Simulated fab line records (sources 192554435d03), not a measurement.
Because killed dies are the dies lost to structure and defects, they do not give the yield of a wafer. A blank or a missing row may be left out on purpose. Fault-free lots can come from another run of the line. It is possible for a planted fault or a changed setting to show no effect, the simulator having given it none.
Matching of chambers -- flow n5_finfet -- N5_BEOL_M13_DESCUM_33 on rie_diel-05 has 4 sister chambers
The step chemistry O2, time 7.9 s. 4 wafers are shown with their chamber, then 10 later ones without.

## WAFERS WITH THEIR CHAMBER
wafer,chamber,showerhead_plenum_p_Torr (Torr)
L089.2,0,2.00
L089.6,2,2.10
L090.4,3,2.21
L090.5,1,2.06

## WAFERS MISSING THEIR CHAMBER
wafer,showerhead_plenum_p_Torr (Torr)
L090.6,2.00
L091.1,2.00
L091.4,2.21
L091.5,2.06
L094.4,2.10
L094.5,2.05
L094.6,1.99
L096.1,2.10
L096.2,2.05
L096.3,2.20

## EACH ONE'S CHAMBER
wafer,from the rows above,in truth
L090.6,0,0
L091.1,0,0
L091.4,3,3
L091.5,1,1
L094.4,2,2
L094.5,1,1
L094.6,0,0
L096.1,2,2
L096.2,1,1
L096.3,3,3
Correctly placed: 10 of 10. Can't be placed from these rows: 0. Wrongly placed: 0.
How it was worked out, from the rows above alone: a wafer's distance from a chamber is the root of the sum, over the readings, of the square of ((its reading less the chamber's mean) divided by the reading's scatter). The wafer belongs to the nearest chamber; if the next one is less than 2 further off, it can't be placed. The mean given for a chamber averages the wafers shown for that chamber. The scatter: root of mean squared gap, hidden wafer to nearest shown wafer, with one shown wafer a chamber.
